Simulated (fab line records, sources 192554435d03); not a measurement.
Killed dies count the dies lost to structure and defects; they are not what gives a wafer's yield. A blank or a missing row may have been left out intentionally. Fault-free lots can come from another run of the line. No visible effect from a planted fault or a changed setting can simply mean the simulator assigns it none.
A lot that was struck, set against a sound lot :: flow n5Finfet :: 23 steps out of a route of 1938
Sound: these wafers, L922.1, L922.3, L922.6. Struck: wafers L930.2, L930.5. (L930.6 of the same lot was not struck and is left out.) The cause comes at the end.
For every step that has rows: the tool of each side, followed by ch and its chambers, followed by its first start. Under that, the readings that differ: sound wafers :: struck wafers :: difference of the means :: sigmas: that difference in standard deviations of wafers without a fault.
alike: readings with means less than 2 such deviations apart, plus words and numbers identical on both sides. not compared: withheld readings, readings lacking a value on some wafer, bounds such as >300 that could conceal the same value, and numbers that have no deviation in the record and whose values overlap.
Wherever a step has rows on one side only, a row that says differs or no value, or a row with sigmas, the two part there. Numbers that don't overlap but have no deviation are shown without sigmas and don't part them. A reading that every wafer of one side lacks parts them only if that side has two wafers or more.

first, 4 steps without rows for these wafers: N5_STI_FIN_REVEAL_PRECLEAN_25 (cleans in SPM, time 90 s); N5_STI_FIN_REVEAL_PRECLEAN_26 (cleans in SC1, time 45 s); N5_STI_FIN_REVEAL_PRECLEAN_29 (cleans in DHF, time 30 s); N5_STI_FIN_REVEAL_SRD_12 (time 30 s).
N5_STI_FIN_REVEAL_RECESS_09: chemistry HF/NH3, target SiO2, afs cycles 11, target depth 42.5 nm, sublimation time 60 s.
  sound on vaporEtch-01 ch 0,1, day 3 17:17; struck on vaporEtch-02 ch 0, day 5 20:10
  alike: drypumpMotorCurrentA
then, 2 steps without rows for these wafers: N5_STI_FIN_REVEAL_STRIP_16 (strips SiNx in H3PO4, target depth 23.8 nm); N5_STI_FIN_REVEAL_PRECLEAN_17 (cleans in NF3:NH3, afs cycles 1, time 20 s, sublimation time 60 s).
N5_STI_FIN_REVEAL_ETCH_34: etches Si in H2, material Si, target depth 0.97 nm.
  sound on rieSi-02 ch 0,1,2, day 3 19:23; struck on rieSi-06 ch 2, day 5 22:27
  alike: drypumpMotorCurrentA, oesProductAu, throttleValvePct
  not compared: rfHoursCounterH
N5_STI_FIN_REVEAL_OXIDATION_31: chemistry O2 PLASMA REMOTE, time 20 s.
  sound on plasmaAsher-01 ch 1, day 3 19:26; struck on plasmaAsher-02 ch 0,1, day 5 22:31
  alike: drypumpMotorCurrentA, heaterPowerW
  not compared: rfHoursCounterH
then, 3 steps without rows for these wafers: N5_STI_FIN_REVEAL_PRECLEAN_32 (cleans in NF3:NH3, afs cycles 1, time 20 s, sublimation time 60 s); N5_STI_FIN_REVEAL_STRIP_35 (strips Si3N4 in H3PO4, target depth 4 nm, time 39 s); N5_STI_FIN_REVEAL_SRD_21 (time 30 s).
N5_STI_FIN_REVEAL_OXIDATION_33: chemistry O2 PLASMA REMOTE, time 20 s.
  sound on plasmaAsher-02 ch 0,1, day 3 19:47; struck on plasmaAsher-02 ch 0, day 5 22:55
  alike: drypumpMotorCurrentA, heaterPowerW
  not compared: rfHoursCounterH
then, 2 steps without rows for these wafers: N5_STI_FIN_REVEAL_CLEAN_19 (cleans in O3/DIW, time 120 s); N5_STI_FIN_REVEAL_SRD_23 (time 30 s).
N5_STI_FIN_REVEAL_CD_MEAS_22: target cd 6.238 nm, pitch 28 nm.
  sound on cdSem-02 at day 3 19:57; struck on cdSem-03 at day 5 23:05
  alike: cdNm
N5_STI_FIN_REVEAL_FIN_H_MEAS_10:
  sound on ocd-01 at day 3 19:59; struck on ocd-02 at day 5 23:07
  alike: trenchDepthNm
then, 2 steps without rows for these wafers: N5_STI_FIN_REVEAL_PRECLEAN_18 (cleans in SC2, time 45 s); N5_STI_FIN_REVEAL_SRD_28 (time 30 s).
N5_STI_FIN_REVEAL_INSPECT_13: inspects for defects (darkfield).
  sound on defectInspect-02 at day 3 20:05; struck on defectInspect-01 at day 5 23:11
reading: rawDefectCount
sound: 19 17 12
struck: 624 649
difference: +620
sigmas: +99 or more
then, 1 step without rows for these wafers: N5_DUMMY_GATE_PRECLEAN_00 (cleans in O3/DIW, time 60 s).
-- record jumps: 6 days separate the struck wafers' starts on either side; left off in module DUMMY_GATE, taken up again in module BEOL_M4, whose first shown step is the route's number 1111 --
N5_BEOL_M4_RC_MEAS_101:
  sound on prober-02 ch 0, day 9 02:34; struck on prober-01 ch 0, day 11 13:38
  alike: DIBL_N, DIBL_P, IOFF_N, IOFF_P, ION_N, ION_P, SS_N, SS_P, VT_N, VT_P
-- a jump in the record: the struck wafers' starts before and after are 4 days apart (it breaks off in module BEOL_M4 and resumes in module PASSIVATION, where the first step shown is number 1936 of the route) --
N5_PASSIVATION_PROBE_49:
  sound on prober-01 at day 13 14:52; struck on prober-02 at day 16 00:30
reading: defectLimitedYield (%)
sound: 89.9 91.2 90.8
struck: 80.5 80.0
difference: -10.4
sigmas: -8

reading: killedAtFrontEnd
sound: 47 60 54
struck: 163 173
difference: +114
sigmas: +11

reading: killedDies
sound: 119 104 109
struck: 230 236
difference: +122
sigmas: +8

reading: sort_bin_5_function (%)
sound: 6.4 5.2 5.3
struck: 12.1 12.6
difference: +6.7
sigmas: +7

reading: sortNPass
sound: 1061 1076 1071
struck: 950 944
difference: -122
sigmas: -8

reading: sortYieldPct (%)
sound: 89.9 91.2 90.8
struck: 80.5 80.0
difference: -10.4
sigmas: -8
  alike: killed_at_M0_to_M3, killed_at_M4_up, killedAtContacts, killedAtOther, killedOpen, killedShort, sort_bin_4_leakage, sort_bin_6_memory, sort_bin_8_speed

## WHERE THEY PART
First at N5_STI_FIN_REVEAL_INSPECT_13; last, within this record, at N5_PASSIVATION_PROBE_49.

WHY: what the simulator had put in
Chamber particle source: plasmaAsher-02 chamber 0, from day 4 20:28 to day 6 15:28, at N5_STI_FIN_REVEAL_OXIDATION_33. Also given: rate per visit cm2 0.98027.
